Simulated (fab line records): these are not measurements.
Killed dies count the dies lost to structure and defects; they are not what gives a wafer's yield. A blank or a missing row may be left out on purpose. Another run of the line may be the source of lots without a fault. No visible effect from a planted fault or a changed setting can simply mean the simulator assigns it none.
Which of the tools did it? ; flow nand harc ; Sampling: 21 lots, 63 wafers, 6 of 1159 route steps

## WHAT EACH GAUGE READ, for each wafer
The record holds no reading of a measuring or inspecting step that can be judged against a usual standard deviation.

## EACH LOT AND THE TOOL THAT RAN IT (in order: tool; ch and the chambers of the sampled wafers; start)
lot;NHARC_A_STAIRCASE_TRIM_202;NHARC_A_STAIRCASE_TRIM_222;NHARC_A_STAIRCASE_ETCH_232;NHARC_A_STAIRCASE_TRIM_235;NHARC_A_STAIRCASE_HM_OPEN_460;NHARC_A_STAIRCASE_ETCH_315
L075;rie diel-07 ch 0,2,3, no start;rie diel-03 ch 0,1,2, no start;rie diel-03 ch 1,2, no start;rie diel-03 ch 1,2,3, no start;rie diel-03 ch 0,1,2, no start;rie diel-07 ch 0,1,2, no start
L077;rie diel-02 ch 0,1,2, no start;rie diel-07 ch 0,1,2, no start;rie diel-07 ch 0,1,3, no start;rie diel-07 ch 1,2, no start;rie diel-07 ch 0,2,3, no start;rie diel-02 ch 0,2, no start
L079;rie diel-02 ch 0,1,3, no start;rie diel-07 ch 1,3, no start;rie diel-02 ch 0,3, no start;rie diel-02 ch 1,3, no start;rie diel-02 ch 0,1,3, no start;rie diel-07 ch 1,2, no start
L080;rie diel-07 ch 1,2,3, no start;rie diel-03 ch 0,2, no start;rie diel-02 ch 0,1, no start;rie diel-02 ch 0,1, no start;rie diel-03 ch 0,1,3, no start;rie diel-02 ch 0,1,2, no start
L078;rie diel-02 ch 0,3, no start;rie diel-03 ch 0,2,3, no start;rie diel-07 ch 1,2,3, no start;rie diel-07 ch 0,2,3, no start;rie diel-02 ch 0,1,3, no start;rie diel-03 ch 0,2,3, no start
L081;rie diel-03 ch 0,2,3, no start;rie diel-02 ch 0,1,3, no start;rie diel-02 ch 1,2,3, no start;rie diel-02 ch 0,1,3, no start;rie diel-07 ch 0,1,2, no start;rie diel-02 ch 0,2,3, no start
L083;rie diel-02 ch 1,2,3, no start;rie diel-02 ch 0,1,2, no start;rie diel-02 ch 1,2, no start;rie diel-02 ch 0,1,2, no start;rie diel-03 ch 2,3, no start;rie diel-03 ch 1,2, no start
L082;rie diel-03 ch 0,1, no start;rie diel-03 ch 0,3, no start;rie diel-03 ch 1,2,3, no start;rie diel-03 ch 0,1, no start;rie diel-03 ch 1,2,3, no start;rie diel-03 ch 0,2,3, no start
L084;rie diel-02 ch 0,3, no start;rie diel-07 ch 0,1,2, no start;rie diel-07 ch 0,1,3, no start;rie diel-07 ch 2,3, no start;rie diel-02 ch 0,3, no start;rie diel-02 ch 0,1,3, no start
L085;rie diel-02 ch 0,2, no start;rie diel-02 ch 0,1,3, no start;rie diel-02 ch 1,2, no start;rie diel-02 ch 2,3, no start;rie diel-03 ch 1,2, no start;rie diel-07 ch 0,3, no start
L086;rie diel-03 ch 0,1,3, no start;rie diel-03 ch 0,1,3, no start;rie diel-02 ch 0,1,2, no start;rie diel-02 ch 0,2,3, no start;rie diel-02 ch 1,2,3, no start;rie diel-07 ch 1,2,3, no start
L087;rie diel-02 ch 0,3, no start;rie diel-02 ch 0,1,2, no start;rie diel-07 ch 1,2, no start;rie diel-07 ch 0,1, no start;rie diel-07 ch 1,3, no start;rie diel-07 ch 1,2,3, no start
L088;rie diel-07 ch 0,2,3, no start;rie diel-02 ch 1,2,3, no start;rie diel-02 ch 0,3, no start;rie diel-02 ch 0,2, no start;rie diel-03 ch 1,2, no start;rie diel-07 ch 0,3, no start
L090;rie diel-07 ch 0,2, no start;rie diel-02 ch 1,3, no start;rie diel-02 ch 0,1,3, no start;rie diel-02 ch 0,1,3, no start;rie diel-03 ch 1,3, no start;rie diel-02 ch 2,3, no start
L089;rie diel-03 ch 0,1,3, no start;rie diel-03 ch 0,1, no start;rie diel-03 ch 1,3, no start;rie diel-03 ch 0,1,3, no start;rie diel-02 ch 0,1,2, no start;rie diel-02 ch 0,1,2, no start
L092;rie diel-02 ch 0,1, no start;rie diel-03 ch 0,3, no start;rie diel-02 ch 1,3, no start;rie diel-02 ch 0,2,3, no start;rie diel-02 ch 0,2,3, no start;rie diel-02 ch 0,1, no start
L094;rie diel-07 ch 0,2,3, no start;rie diel-03 ch 0,1,2, no start;rie diel-02 ch 0,2,3, no start;rie diel-02 ch 0,1,3, no start;rie diel-02 ch 0,1,2, no start;rie diel-03 ch 0,1,3, no start
L095;rie diel-07 ch 0,2,3, no start;rie diel-07 ch 0,1,2, no start;rie diel-02 ch 0,1,3, no start;rie diel-02 ch 0,1,2, no start;rie diel-02 ch 0,1,3, no start;rie diel-02 ch 0,1,2, no start
L093;rie diel-03 ch 2,3, no start;rie diel-03 ch 0,1,2, no start;rie diel-03 ch 0,1,2, no start;rie diel-03 ch 0,1,2, no start;rie diel-07 ch 0,1,3, no start;rie diel-02 ch 1,2,3, no start
L096;rie diel-02 ch 1,2,3, no start;rie diel-02 ch 1,2,3, no start;rie diel-07 ch 2,3, no start;rie diel-07 ch 0,1,3, no start;rie diel-03 ch 1,2, no start;rie diel-07 ch 0,1,2, no start
L097;rie diel-02 ch 2,3, no start;rie diel-07 ch 1,2, no start;rie diel-07 ch 0,2, no start;rie diel-07 ch 2,3, no start;rie diel-07 ch 1,2,3, no start;rie diel-02 ch 1,2, no start
- NHARC_A_STAIRCASE_TRIM_202: chemistry O2, time 211.2 s.
- NHARC_A_STAIRCASE_TRIM_222: chemistry O2, time 211.2 s.
- NHARC_A_STAIRCASE_ETCH_232: etches the open film in C4F8/O2, target depth 100 nm, time 40.5 s.
- NHARC_A_STAIRCASE_TRIM_235: chemistry O2, time 211.2 s.
- NHARC_A_STAIRCASE_HM_OPEN_460: chemistry O2/COS.
- NHARC_A_STAIRCASE_ETCH_315: etches the open film in C4F8/O2/Ar, target depth 2500 nm, time 607.1 s.

## WHAT THE TOOLS THEMSELVES READ (means of the sampled wafers that have a number; where no wafer has one, the mark that the record gives instead)
NHARC_A_STAIRCASE_TRIM_202.
lot;tool;drypump motor current A (A);o2 flow sccm (sccm);oes product au (a.u.);rf vpp V (V);showerhead plenum p Torr (Torr);throttle valve pct (%)
L075;rie diel-07;6.0;499.3;0.996;57.4;3.60;17.038
L077;rie diel-02;5.5;499.6;1.003;57.8;3.37;17.038
L079;rie diel-02;5.4;498.7;1.010;57.3;3.39;17.042
L080;rie diel-07;5.8;500.6;1.006;57.8;3.43;17.041
L078;rie diel-02;5.3;498.5;1.001;57.0;3.40;17.041
L081;rie diel-03;5.8;500.0;0.995;58.1;3.60;17.036
L083;rie diel-02;5.3;501.9;1.000;56.6;3.34;17.040
L082;rie diel-03;5.7;498.9;0.997;58.2;3.70;17.030
L084;rie diel-02;5.6;498.8;1.005;57.7;3.42;17.041
L085;rie diel-02;5.6;500.8;1.002;57.8;3.36;17.035
L086;rie diel-03;5.8;500.3;1.001;57.6;3.65;17.038
L087;rie diel-02;5.3;500.9;0.997;57.1;3.39;17.040
L088;rie diel-07;6.0;500.0;0.999;57.3;3.58;17.036
L090;rie diel-07;6.1;499.6;1.001;57.4;3.50;17.047
L089;rie diel-03;5.8;499.5;0.998;57.7;3.65;17.030
L092;rie diel-02;5.7;501.9;0.999;57.7;3.40;17.032
L094;rie diel-07;6.0;499.8;1.004;57.4;3.58;17.033
L095;rie diel-07;6.0;500.9;1.001;58.3;3.58;17.033
L093;rie diel-03;5.9;500.4;1.009;57.8;3.59;17.028
L096;rie diel-02;5.3;499.1;1.000;57.1;3.33;17.037
L097;rie diel-02;5.2;499.1;0.992;57.5;3.33;17.041

NHARC_A_STAIRCASE_TRIM_222.
lot;tool;drypump motor current A (A);o2 flow sccm (sccm);oes product au (a.u.);rf vpp V (V);showerhead plenum p Torr (Torr);throttle valve pct (%)
L075;rie diel-03;5.7;500.5;0.996;57.6;3.66;17.042
L077;rie diel-07;6.0;501.1;1.000;58.3;3.50;17.040
L079;rie diel-07;5.6;499.7;0.993;57.8;3.42;17.039
L080;rie diel-03;5.7;500.7;0.999;57.8;3.60;17.041
L078;rie diel-03;5.8;500.8;1.014;57.7;3.60;17.032
L081;rie diel-02;5.4;499.1;1.005;57.6;3.39;17.039
L083;rie diel-02;5.6;499.6;0.995;57.8;3.36;17.034
L082;rie diel-03;5.7;501.5;0.990;58.2;3.60;17.037
L084;rie diel-07;5.9;499.4;1.002;57.5;3.49;17.035
L085;rie diel-02;5.5;499.5;0.999;57.6;3.38;17.038
L086;rie diel-03;5.8;501.1;0.998;58.2;3.65;17.036
L087;rie diel-02;5.6;500.8;1.001;57.2;3.36;17.030
L088;rie diel-02;5.3;499.2;1.004;56.6;3.33;17.033
L090;rie diel-02;5.3;500.3;1.008;56.4;3.34;17.038
L089;rie diel-03;5.7;502.0;0.998;58.0;3.69;17.032
L092;rie diel-03;5.7;500.7;0.991;56.8;3.59;17.037
L094;rie diel-03;5.7;499.7;0.993;58.4;3.63;17.036
L095;rie diel-07;6.0;499.9;0.996;58.2;3.48;17.043
L093;rie diel-03;5.7;500.5;0.998;58.4;3.63;17.036
L096;rie diel-02;5.3;499.9;0.997;56.6;3.33;17.034
L097;rie diel-07;5.7;499.7;0.995;57.7;3.32;17.036

NHARC_A_STAIRCASE_ETCH_232.
lot;tool;oes product au (a.u.);rf vpp V (V)
L075;rie diel-03;0.946;902
L077;rie diel-07;0.945;898
L079;rie diel-02;0.936;892
L080;rie diel-02;0.939;890
L078;rie diel-07;0.928;892
L081;rie diel-02;0.941;889
L083;rie diel-02;0.970;889
L082;rie diel-03;0.951;900
L084;rie diel-07;0.942;898
L085;rie diel-02;0.939;889
L086;rie diel-02;0.953;889
L087;rie diel-07;0.934;888
L088;rie diel-02;0.941;892
L090;rie diel-02;0.933;890
L089;rie diel-03;0.937;902
L092;rie diel-02;0.946;890
L094;rie diel-02;0.931;890
L095;rie diel-02;0.919;890
L093;rie diel-03;0.927;899
L096;rie diel-07;0.950;893
L097;rie diel-07;0.946;895

NHARC_A_STAIRCASE_TRIM_235.
lot;tool;drypump motor current A (A);o2 flow sccm (sccm);oes product au (a.u.);rf vpp V (V);showerhead plenum p Torr (Torr);throttle valve pct (%)
L075;rie diel-03;5.9;499.5;0.993;57.8;3.67;17.032
L077;rie diel-07;5.9;498.7;1.001;56.7;3.35;17.034
L079;rie diel-02;5.3;498.9;1.004;57.3;3.35;17.030
L080;rie diel-02;5.6;501.2;1.005;57.7;3.37;17.035
L078;rie diel-07;6.0;501.3;0.997;58.2;3.59;17.034
L081;rie diel-02;5.4;498.7;1.002;57.3;3.38;17.043
L083;rie diel-02;5.6;500.1;1.005;58.0;3.36;17.040
L082;rie diel-03;5.6;499.5;0.994;57.1;3.65;17.034
L084;rie diel-07;5.8;498.6;0.999;57.5;3.53;17.030
L085;rie diel-02;5.1;501.3;0.996;56.9;3.35;17.039
L086;rie diel-02;5.4;499.0;1.001;57.5;3.38;17.035
L087;rie diel-07;6.0;497.7;0.997;58.4;3.63;17.032
L088;rie diel-02;5.6;502.9;1.008;58.0;3.35;17.039
L090;rie diel-02;5.4;500.4;1.000;57.1;3.38;17.041
L089;rie diel-03;5.8;499.7;0.999;58.7;3.65;17.034
L092;rie diel-02;5.4;499.7;0.986;57.7;3.37;17.034
L094;rie diel-02;5.4;499.8;0.997;57.1;3.37;17.041
L095;rie diel-02;5.6;500.7;0.993;57.3;3.35;17.030
L093;rie diel-03;5.7;500.4;1.005;58.3;3.63;17.028
L096;rie diel-07;5.8;499.8;0.991;58.1;3.56;17.038
L097;rie diel-07;5.8;499.6;1.002;57.7;3.51;17.044

NHARC_A_STAIRCASE_HM_OPEN_460.
lot;tool;drypump motor current A (A);o2 flow sccm (sccm);oes product au (a.u.);rf vpp V (V);showerhead plenum p Torr (Torr);throttle valve pct (%)
L075;rie diel-03;5.7;400.6;1.000;470;3.23;28.324
L077;rie diel-07;6.0;400.7;1.000;469;3.18;28.330
L079;rie diel-02;5.4;400.3;1.002;465;2.99;28.329
L080;rie diel-03;5.8;400.5;0.991;470;3.24;28.339
L078;rie diel-02;5.4;401.8;1.010;465;2.99;28.330
L081;rie diel-07;6.0;399.7;0.994;467;3.09;28.328
L083;rie diel-03;5.9;400.8;1.007;469;3.19;28.343
L082;rie diel-03;5.9;399.4;1.001;469;3.24;28.330
L084;rie diel-02;5.3;399.6;1.000;465;3.00;28.336
L085;rie diel-03;5.8;399.6;1.001;469;3.22;28.329
L086;rie diel-02;5.3;400.0;1.009;464;2.95;28.334
L087;rie diel-07;5.6;400.4;0.992;464;3.02;28.320
L088;rie diel-03;5.8;399.7;1.001;470;3.27;28.341
L090;rie diel-03;5.9;399.6;0.996;470;3.28;28.324
L089;rie diel-02;5.6;400.4;1.004;464;2.97;28.331
L092;rie diel-02;5.4;400.2;0.998;465;2.98;28.341
L094;rie diel-02;5.6;401.6;0.991;464;2.96;28.331
L095;rie diel-02;5.4;399.8;0.995;464;2.98;28.335
L093;rie diel-07;5.8;400.5;1.007;467;3.15;28.328
L096;rie diel-03;5.8;400.5;0.996;470;3.26;28.336
L097;rie diel-07;5.8;400.7;1.003;466;3.02;28.330

NHARC_A_STAIRCASE_ETCH_315.
lot;tool;oes product au (a.u.);rf vpp V (V)
L075;rie diel-07;0.929;1825
L077;rie diel-02;0.939;1817
L079;rie diel-07;0.945;1813
L080;rie diel-02;0.937;1815
L078;rie diel-03;0.940;1833
L081;rie diel-02;0.938;1817
L083;rie diel-03;0.930;1840
L082;rie diel-03;0.922;1832
L084;rie diel-02;0.933;1816
L085;rie diel-07;0.924;1842
L086;rie diel-07;0.922;1819
L087;rie diel-07;0.940;1819
L088;rie diel-07;0.928;1841
L090;rie diel-02;0.928;1814
L089;rie diel-02;0.937;1814
L092;rie diel-02;0.933;1814
L094;rie diel-03;0.923;1835
L095;rie diel-02;0.926;1813
L093;rie diel-02;0.930;1812
L096;rie diel-07;0.924;1824
L097;rie diel-02;0.928;1810

## THE ANSWER, worked out from the rows above alone
Rule: the lots themselves supply what counts as usual. Put in order of their means at a reading, lots are off if they are a third of the lots or fewer, leave a main group of 4 or more, and stand apart from it by a gap of 3 or more times the standard deviation of the main group's means; of several such gaps the widest counts. A main group is skipped when, at the precision printed for the reading in the tables above, its means are all equal. A lot without any number at a reading at which 4 lots or more have one is off too. The other lots that the step has rows for count as sound. After the gauges, taken in route order, come the tools' own readings; for these a lot's mean is taken, as printed above. At the first step where some lot is off, the reading lying furthest off is the one used; lots without a number count as furthest.
No lot is off on any of the readings shown, so nothing can be concluded from this.

## WHAT WAS PUT IN BY THE SIMULATOR
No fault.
